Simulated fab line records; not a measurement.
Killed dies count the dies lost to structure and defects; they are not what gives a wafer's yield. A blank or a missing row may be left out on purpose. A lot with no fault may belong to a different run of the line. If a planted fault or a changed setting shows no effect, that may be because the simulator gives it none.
fab line records	flow n5Finfet
record lots=7	wafers=39
route steps=1938 shown BEOL_M5@1160 BEOL_M7@1267 BEOL_M9@1440
startH: the number of hours between the record's first day and the start of the first shown wafer of the lot	waitH: hours from the lot's prior step to this one	" identical to the entry in the row above	L1.1+2: several wafers, shown together as one row	- no value, or no start was given	* or withheld: withheld	< > ~ a bound
route shown NAME@n: names a module that has steps shown in the file, with the first one's number in the route	usual: the fault-free wafers' mean and standard deviation	same: alike in all rows	chamber/n: place in a boat	sites: per-site readings	_std_site: standard deviation across them	_edge_site: mean of outer sites minus mean of inner sites	radiusMm: how far each site lies from the wafer's centre	mask NAME#n: copy n	behind: tool/chamber where the wafer was last shaped	hold: why the lot was held/for how many hours/how that ended	device: names the non-switching transistor (n, p or np)	end of line: at the end of the route, the tests of the same wafers	a step given without rows: its recipe and nothing more	killed: dies lost to structure and defects at the first sort, not the wafer's yield	map: a wafer's dies, x killed, . not, _ none there
set.NAME: the setting the step ran with; set.NAME@STEP: the setting that earlier step ran with	model.NAME: the simulator's own value behind a step, which no gauge read
one table per step and one row per wafer, for lots whose settings were changed on purpose
## steps
# step N5_BEOL_M5_TRENCH_ETCH_37
# recipe chemistry=C4F6/O2	targetDepthA=716.52	target=SiCOH_lowk	timeS=24.7	ionEnergyEv=250	pressureMtorr=30	sourceW=345	biasW=185	Ar_flow_sccm=300	C4F6_flow_sccm=10	O2_flow_sccm=10
lot.wafer	tool	chamber	startH	waitH	set.targetDepthA	model.etch.depthNm	model.BEOL_M5.featureDepthNm
L082.2	rieDiel-03	0	-	-	716.52	77.89	77.8
L082.3	"	2	"	"	716.52	73.2	73.2
L082.6	"	2	"	"	716.52	73.31	73.4
L086.1	rieDiel-06	2	-	-	420	41.51	41.6
L086.2	"	3	"	"	716.52	72.27	72.2
L086.3	"	0	"	"	420	42.13	42.2
L086.4	"	1	"	"	716.52	74.02	74
L086.5	"	1	"	"	420	43.32	43.4
L086.6	"	0	"	"	716.52	71.69	71.6
L089.1	rieDiel-03	0	-	-	716.52	76.37	76.4
L089.2	"	3	"	"	716.52	72.12	72.2
L089.3	"	1	"	"	716.52	72.98	73
L089.4	"	2	"	"	716.52	72.22	72.2
L089.5	"	1	"	"	716.52	71.98	72
L089.6	"	2	"	"	716.52	72.42	72.4
L094.1	rieDiel-02	0	-	-	716.52	72.52	72.6
L094.2	"	3	"	"	716.52	72.04	72
L094.3	"	1	"	"	716.52	70.7	70.8
L094.4	"	2	"	"	716.52	71.95	72
L094.5	"	2	"	"	716.52	71.54	71.6
L094.6	"	1	"	"	716.52	71.21	71.2
L093.1	rieDiel-03	2	-	-	716.52	72.71	72.8
L093.2	"	1	"	"	602.8	61.89	61.8
L093.3	"	3	"	"	602.8	61.26	61.2
L093.4	"	3	"	"	602.8	60.86	60.8
L093.5	"	2	"	"	716.52	72.73	72.8
L093.6	"	1	"	"	716.52	73.5	73.4
L092.1	rieDiel-06	1	-	-	716.52	75.58	75.6
L092.2	"	2	"	"	716.52	71.15	71.2
L092.3	"	0	"	"	716.52	72.85	72.8
L092.4	"	3	"	"	837.2	84.57	84.6
L092.5	"	0	"	"	837.2	84.91	85
L092.6	"	3	"	"	837.2	84.69	84.6
L097.1	rieDiel-02	1	-	-	570.7	57.42	57.4
L097.2	"	0	"	"	716.52	72.12	72.2
L097.3	"	3	"	"	570.7	56.91	57
L097.4	"	2	"	"	716.52	71.39	71.4
L097.5	"	0	"	"	570.7	57.66	57.6
L097.6	"	1	"	"	716.52	71.68	71.6
# step N5_BEOL_M5_ETCH_41
# recipe chemistry=CH3F/O2	target=SiCN	targetDepthA=315	taperDeg=2	timeS=56.7	ionEnergyEv=120	maskMaterial=TiN	pressureMtorr=30	sourceW=395	biasW=75	Ar_flow_sccm=150	CH3F_flow_sccm=30	O2_flow_sccm=20
# step N5_BEOL_M5_STRIP_91
# recipe chemistry=N2/H2	timeS=10	powerW=450	tempC=40	pressureMtorr=20	rfFrequencyHz=6e+07	biasPowerW=7	n2FlowSccm=200	h2FlowSccm=200
# step N5_BEOL_M5_OCD_MEAS_38
# usual trenchDepthNm=72.4/1.7
lot.wafer	tool	chamber	startH	waitH	set.targetDepthA@BEOL_M5_TRENCH_ETCH_37	trenchDepthNm
L082.2	ocd-01	-	292.54	-	716.52	77.5
L082.3	"	-	"	"	716.52	73.5
L082.6	"	-	"	"	716.52	72.9
L086.1	ocd-01	-	305.52	-	420	41.0
L086.2	"	-	"	"	716.52	72.1
L086.3	"	-	"	"	420	42.0
L086.4	"	-	"	"	716.52	74.3
L086.5	"	-	"	"	420	43.7
L086.6	"	-	"	"	716.52	71.8
L089.1	ocd-02	-	326.09	-	716.52	76.3
L089.2	"	-	"	"	716.52	72.5
L089.3	"	-	"	"	716.52	72.9
L089.4	"	-	"	"	716.52	72.1
L089.5	"	-	"	"	716.52	72.0
L089.6	"	-	"	"	716.52	72.8
L094.1	ocd-02	-	356.96	-	716.52	72.6
L094.2	"	-	"	"	716.52	72.2
L094.3	"	-	"	"	716.52	71.0
L094.4	"	-	"	"	716.52	71.8
L094.5	"	-	"	"	716.52	71.6
L094.6	"	-	"	"	716.52	71.7
L093.1	ocd-01	-	357.36	-	716.52	72.7
L093.2	"	-	"	"	602.8	62.1
L093.3	"	-	"	"	602.8	60.5
L093.4	"	-	"	"	602.8	60.9
L093.5	"	-	"	"	716.52	72.8
L093.6	"	-	"	"	716.52	74.0
L092.1	ocd-02	-	359.14	-	716.52	75.6
L092.2	"	-	"	"	716.52	70.8
L092.3	"	-	"	"	716.52	73.1
L092.4	"	-	"	"	837.2	84.0
L092.5	"	-	"	"	837.2	85.2
L092.6	"	-	"	"	837.2	84.0
L097.1	ocd-02	-	380.83	-	570.7	57.1
L097.2	"	-	"	"	716.52	72.6
L097.3	"	-	"	"	570.7	57.1
L097.4	"	-	"	"	716.52	71.4
L097.5	"	-	"	"	570.7	57.8
L097.6	"	-	"	"	716.52	71.6
# step N5_BEOL_M5_HM_STRIP_39
# recipe chemistry=peroxideTinStrip	material=TiN	targetDepthA=250	tempC=50	timeS=158
# step N5_BEOL_M5_SRD_40
# recipe timeS=30	tempC=23	rinseLiquid=diw	dry=ipaMarangoni
# step N5_BEOL_M5_ECD_50
# recipe material=Cu	targetThkA=3000
# step N5_BEOL_M5_ANNEAL_51
# recipe tempC=225	timeS=90	ambient=N2
# step N5_BEOL_M5_CMP_52
# recipe stopOn=SiCOH_lowk	tOverpolishS=6.9	downForcePsi=1	platenRpm=50	clearingPlatenDownForcePsi=1.5	clearingPlatenRpm=50	postCmpClean=cuAlkaline	targetThkNm=62	clearingPlatenPadVelocityMS=0.99484	padVelocityMS=0.99484
lot.wafer	tool	chamber	startH	waitH	set.targetDepthA@BEOL_M5_TRENCH_ETCH_37	model.Cu_of_BEOL_M5_ECD_50.thkNm
L082.2	cmp-02	3	299.79	0.2	716.52	67.8
L082.3	"	1	"	"	716.52	64
L082.6	"	3	"	"	716.52	63.4
L086.3	cmp-02	1	312.31	0.2	420	31
L086.2+6	"	2,1	"	"	716.52	61.6
L086.4	"	3	"	"	716.52	63.4
L086.1	"	0	"	"	420	32.6
L086.5	"	2	"	"	420	31.6
L089.4	cmp-01	3	332.18	0.1	716.52	61.6
L089.3	"	0	"	"	716.52	62.2
L089.1	"	1	"	"	716.52	64.6
L089.2	"	2	"	"	716.52	61.4
L089.5	"	3	"	"	716.52	62
L089.6	"	0	"	"	716.52	62.4
L093.4	cmp-04	3	363.76	0.1	602.8	50.4
L093.1	"	0	"	"	716.52	63.2
L093.2	"	1	"	"	602.8	49
L093.3	"	2	"	"	602.8	50.2
L093.5	"	3	"	"	716.52	63
L093.6	"	0	"	"	716.52	63.8
L094.2	cmp-02	2	363.79	0.2	716.52	63
L094.4	"	3	"	"	716.52	61.8
L094.3	"	0	"	"	716.52	61.4
L094.1	"	1	"	"	716.52	63.6
L094.5+6	"	2,3	"	"	716.52	59.6
L092.2	cmp-01	2	368.33	0.2	716.52	63.2
L092.4	"	3	"	"	837.2	76
L092.1	"	0	"	"	716.52	67.8
L092.3	"	1	"	"	716.52	63
L092.6	"	2	"	"	837.2	75
L092.5	"	3	"	"	837.2	77
L097.3	cmp-04	1	387.62	0.2	570.7	44.4
L097.1	"	2	"	"	570.7	48.2
L097.4	"	3	"	"	716.52	61
L097.2	"	0	"	"	716.52	62.8
L097.6	"	1	"	"	716.52	59.6
L097.5	"	2	"	"	570.7	47.2
# step N5_BEOL_M5_THK_MEAS_53
# recipe thkMeasGauge=xrf	reads=Cu_of_BEOL_M5_ECD_50
# usual M5_THK=63.3/2.2
lot.wafer	tool	chamber	startH	waitH	set.targetDepthA@BEOL_M5_TRENCH_ETCH_37	M5_THK[nm]
L082.2	filmMetro-01	-	300.05	-	716.52	67.9
L082.3	"	-	"	"	716.52	64.6
L082.6	"	-	"	"	716.52	63.6
L086.1	filmMetro-02	-	312.60	-	420	33.3
L086.2	"	-	"	"	716.52	62.9
L086.3	"	-	"	"	420	31.7
L086.4	"	-	"	"	716.52	64.7
L086.5	"	-	"	"	420	32.3
L086.6	"	-	"	"	716.52	62.9
L089.1	filmMetro-02	-	332.48	-	716.52	65.3
L089.2	"	-	"	"	716.52	62.3
L089.3	"	-	"	"	716.52	63.4
L089.4	"	-	"	"	716.52	62.4
L089.5	"	-	"	"	716.52	63.3
L089.6	"	-	"	"	716.52	63.2
L093.1	filmMetro-01	-	364.06	-	716.52	64.4
L093.2	"	-	"	"	602.8	50.0
L093.3	"	-	"	"	602.8	51.2
L093.4	"	-	"	"	602.8	51.4
L093.5	"	-	"	"	716.52	64.1
L093.6	"	-	"	"	716.52	65.2
L094.1	filmMetro-02	-	364.09	-	716.52	64.8
L094.2	"	-	"	"	716.52	63.9
L094.3	"	-	"	"	716.52	62.7
L094.4	"	-	"	"	716.52	63.1
L094.5	"	-	"	"	716.52	60.8
L094.6	"	-	"	"	716.52	60.7
L092.1	filmMetro-01	-	368.63	-	716.52	68.8
L092.2	"	-	"	"	716.52	64.5
L092.3	"	-	"	"	716.52	64.5
L092.4	"	-	"	"	837.2	77.3
L092.5	"	-	"	"	837.2	78.6
L092.6	"	-	"	"	837.2	76.7
L097.1	filmMetro-02	-	387.91	-	570.7	49.1
L097.2	"	-	"	"	716.52	63.8
L097.3	"	-	"	"	570.7	45.3
L097.4	"	-	"	"	716.52	62.1
L097.5	"	-	"	"	570.7	48.0
L097.6	"	-	"	"	716.52	60.6
# step N5_BEOL_M5_PRE_CLEAN_77
# recipe gas=NH3/H2	timeS=15	tempC=*	rfPowerW=300
# step N5_BEOL_M5_CO_CAP_78
# recipe material=Co	targetThkA=20	tempC=200	precursor=CCTBA/H2	pressureTorr=30	timeS=102.1
# step N5_BEOL_M5_PRE_CLEAN_55
# recipe gas=NH3	timeS=15	tempC=withheld	rfPowerW=300
# step N5_BEOL_M5_DEP_56
# recipe material=SiCN	targetThkA=80	tempC=withheld	precursor=3MS/NH3	pressureTorr=3	rfW=202	timeS=14
# step N5_BEOL_M5_RS_MEAS_57
# recipe thkMeasGauge=four-point-probe	reads=Co_of_BEOL_M5_CO_CAP_78+Cu_of_BEOL_M5_ECD_50+Co_of_BEOL_M5_CVD_47+TaN_of_BEOL_M5_ALD_86
# usual M5_RS=0.385/0.016
lot.wafer	tool	chamber	startH	waitH	set.targetDepthA@BEOL_M5_TRENCH_ETCH_37	M5_RS[ohm/sq]
L082.2	filmMetro-02	-	300.31	0.1	716.52	0.348
L082.3	"	-	"	"	716.52	0.373
L082.6	"	-	"	"	716.52	0.376
L086.1	filmMetro-01	-	313.04	0.1	420	0.873
L086.2	"	-	"	"	716.52	0.392
L086.3	"	-	"	"	420	0.930
L086.4	"	-	"	"	716.52	0.377
L086.5	"	-	"	"	420	0.913
L086.6	"	-	"	"	716.52	0.389
L089.1	filmMetro-02	-	332.74	0.0	716.52	0.369
L089.2	"	-	"	"	716.52	0.391
L089.3	"	-	"	"	716.52	0.384
L089.4	"	-	"	"	716.52	0.391
L089.5	"	-	"	"	716.52	0.387
L089.6	"	-	"	"	716.52	0.384
L093.1	filmMetro-02	-	364.35	0.1	716.52	0.379
L093.2	"	-	"	"	602.8	0.518
L093.3	"	-	"	"	602.8	0.503
L093.4	"	-	"	"	602.8	0.499
L093.5	"	-	"	"	716.52	0.381
L093.6	"	-	"	"	716.52	0.376
L094.1	filmMetro-02	-	364.43	0.0	716.52	0.375
L094.2	"	-	"	"	716.52	0.380
L094.3	"	-	"	"	716.52	0.392
L094.4	"	-	"	"	716.52	0.388
L094.5	"	-	"	"	716.52	0.406
L094.6	"	-	"	"	716.52	0.407
L092.1	filmMetro-02	-	368.94	0.0	716.52	0.348
L092.2	"	-	"	"	716.52	0.379
L092.3	"	-	"	"	716.52	0.381
L092.4	"	-	"	"	837.2	0.304
L092.5	"	-	"	"	837.2	0.299
L092.6	"	-	"	"	837.2	0.309
L097.1	filmMetro-02	-	388.17	0.0	570.7	0.529
L097.2	"	-	"	"	716.52	0.381
L097.3	"	-	"	"	570.7	0.587
L097.4	"	-	"	"	716.52	0.394
L097.5	"	-	"	"	570.7	0.543
L097.6	"	-	"	"	716.52	0.407
# step N5_BEOL_M7_HM_DEP_02
# recipe material=TiN	targetThkA=200	tempC=25	chamberPressurePa=0.49996
lot.wafer	tool	chamber	startH	waitH	set.targetThkA	model.TiN_of_BEOL_M7_HM_DEP_02.thkNm
L082.2	pvdSputter-01	-	308.86	0.2	200	19.6
L082.3+6	"	-	"	"	200	19.4
L086.1	pvdSputter-02	-	322.82	2.3	200	19.8
L086.2+6	"	-	"	"	200	20
L086.3	"	-	"	"	200	19.4
L086.4+5	"	-	"	"	200	19.6
L089.1+2	pvdSputter-03	-	343.85	0.4	299.2	30
L089.3	"	-	"	"	200	19.8
L089.4	"	-	"	"	299.2	30.2
L089.5	"	-	"	"	200	20
L089.6	"	-	"	"	200	20.2
L094.1+2+3+4+5	pvdSputter-03	-	372.22	0.4	200	19.8
L094.6	"	-	"	"	200	19.6
L093.1+5	pvdSputter-03	-	372.40	0.1	200	20
L093.2+6	"	-	"	"	200	19.8
L093.3+4	"	-	"	"	200	20.2
L092.1+3+4+5	pvdSputter-01	-	386.29	2.4	200	19.6
L092.2+6	"	-	"	"	200	19.4
L097.1+3+6	pvdSputter-02	-	396.20	0.3	270.1	26.8
L097.2	"	-	"	"	200	20.4
L097.4	"	-	"	"	200	20.2
L097.5	"	-	"	"	200	20
# step N5_BEOL_M7_COAT_59
# recipe resist=SOC	tempC=250	timeS=60	spinRpm=1500	resistThkNm=100
# step N5_BEOL_M7_COAT_60
# recipe resist=SiARC	tempC=220	timeS=60	spinRpm=1500	resistThkNm=35
# step N5_BEOL_M7_STRIP_68
# recipe chemistry=N2/H2	tempC=40	n2FlowSccm=200	h2FlowSccm=200	rfFrequencyHz=6e+07
# step N5_BEOL_M7_STRIP_67
# recipe chemistry=CF4	resist=SiARC	powerW=300	biasPowerW=75	pressureMtorr=50	cf4FlowSccm=150	rfFrequencyHz=6e+07
# step N5_BEOL_M7_HM_OPEN_17
# recipe chemistry=Cl2/BCl3	targetDepthA=200	overetchA=60	target=TiN	maskMaterial=SOC	ionEnergyEv=150	pressureMtorr=10	icpW=1000	biasW=126	Cl2_flow_sccm=53.25	bcl3FlowSccm=21.75	Ar_flow_sccm=25
lot.wafer	tool	chamber	startH	waitH	set.targetThkA@BEOL_M7_HM_DEP_02	model.etch.depthNm
L082.2	rieMetal-01	0	309.73	0.0	200	19.58
L082.3	"	0	"	"	200	19.31
L082.6	"	1	"	"	200	19.45
L086.1	rieMetal-01	0	324.27	0.0	200	19.71
L086.2	"	1	"	"	200	20.09
L086.3	"	0	"	"	200	19.4
L086.4	"	1	"	"	200	19.51
L086.5	"	1	"	"	200	19.61
L086.6	"	0	"	"	200	20
L089.1	rieMetal-01	0	344.71	0.0	299.2	27.48
L089.2	"	1	"	"	299.2	25.78
L089.3	"	0	"	"	200	19.73
L089.4	"	1	"	"	299.2	25.7
L089.5	"	1	"	"	200	20.08
L089.6	"	0	"	"	200	20.29
L093.1	rieMetal-01	1	377.02	0.0	200	19.95
L093.2	"	0	"	"	200	19.81
L093.3	"	0	"	"	200	20.26
L093.4	"	1	"	"	200	20.11
L093.5	"	0	"	"	200	20.02
L093.6	"	1	"	"	200	19.78
L094.1	rieMetal-02	1	377.30	0.0	200	19.76
L094.2	"	0	"	"	200	19.82
L094.3+4	"	1,0	"	"	200	19.81
L094.5	"	1	"	"	200	19.71
L094.6	"	0	"	"	200	19.62
L092.1	rieMetal-01	1	387.20	0.0	200	19.56
L092.2	"	0	"	"	200	19.4
L092.3	"	0	"	"	200	19.67
L092.4	"	1	"	"	200	19.57
L092.5	"	1	"	"	200	19.51
L092.6	"	0	"	"	200	19.46
L097.1	rieMetal-01	0	396.94	0.0	270.1	26.85
L097.2	"	1	"	"	200	20.39
L097.3	"	1	"	"	270.1	25.5
L097.4	"	0	"	"	200	20.15
L097.5	"	0	"	"	200	19.92
L097.6	"	1	"	"	270.1	25.65
# step N5_BEOL_M9_ETCH_66
# recipe chemistry=N2/H2	target=SOC	targetDepthA=800	overetchA=160	maskMaterial=SiARC	tempC=40	timeS=120	ionEnergyEv=200	pressureMtorr=30	sourceW=840	biasW=150	n2FlowSccm=200	h2FlowSccm=200
lot.wafer	tool	chamber	startH	waitH	set.timeS	model.SiARC_of_BEOL_M9_COAT_64.thkNm
L082.2	rieDiel-06	1	325.13	0.0	120	6.2
L082.3	"	2	"	"	120	6.8
L082.6	"	0	"	"	120	6.4
L086.1	rieDiel-06	1	345.52	0.0	153.9	4.4
L086.2	"	3	"	"	153.9	4.8
L086.3+5+6	"	0,3,0	"	"	120	6.4
L086.4	"	2	"	"	153.9	5
L089.1+6	rieDiel-06	0	362.81	0.0	120	6.4
L089.2+4+5	"	3,1,1	"	"	120	6.2
L089.3	"	2	"	"	120	6.6
L093.1+2+3	rieDiel-02	2,3,1	398.24	0.0	156.9	4.6
L093.4+5	"	0,3	"	"	120	6.4
L093.6	"	0	"	"	120	6.6
L094.1	rieDiel-06	3	398.45	0.0	120	6.4
L094.2	"	1	"	"	120	6
L094.3+4	"	0,2	"	"	154.3	5
L094.5	"	3	"	"	154.3	4.6
L094.6	"	2	"	"	120	6.6
L092.1+6	rieDiel-06	1	404.36	0.0	120	6.2
L092.2+3+5	"	2,0,2	"	"	161.6	4.8
L092.4	"	3	"	"	120	6.4
L097.1+5	rieDiel-03	2,1	418.61	0.0	120	6.4
L097.2+3	"	3,1	"	"	98.95	7.4
L097.4	"	0	"	"	98.95	6.8
L097.6	"	0	"	"	120	5.6
## key
split step=N5_BEOL_M5_TRENCH_ETCH_37	setting=targetDepthA	stated=716.52	by=wafer
response step=N5_BEOL_M5_TRENCH_ETCH_37	reading=model.etch.depthNm	change=+0.724	per=1%	r=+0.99
response step=N5_BEOL_M5_TRENCH_ETCH_37	reading=model.BEOL_M5.featureDepthNm	change=+0.722	per=1%	r=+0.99
response step=N5_BEOL_M5_OCD_MEAS_38	reading=trenchDepthNm	change=+0.728	per=1%	r=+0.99
response step=N5_BEOL_M5_CMP_52	reading=model.Cu_of_BEOL_M5_ECD_50.thkNm	change=+0.737	per=1%	r=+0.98
response step=N5_BEOL_M5_THK_MEAS_53	reading=M5_THK	change=+0.75	per=1%	r=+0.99
response step=N5_BEOL_M5_RS_MEAS_57	reading=M5_RS	change=-0.0105	per=1%	r=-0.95
split step=N5_BEOL_M7_HM_DEP_02	setting=targetThkA	stated=200	by=wafer
response step=N5_BEOL_M7_HM_DEP_02	reading=model.TiN_of_BEOL_M7_HM_DEP_02.thkNm	change=+0.198	per=1%	r=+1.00
response step=N5_BEOL_M7_HM_OPEN_17	reading=model.etch.depthNm	change=+0.14	per=1%	r=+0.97
split step=N5_BEOL_M9_ETCH_66	setting=timeS	stated=120	by=wafer
response step=N5_BEOL_M9_ETCH_66	reading=model.SiARC_of_BEOL_M9_COAT_64.thkNm	change=-0.0531	per=1%	r=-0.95
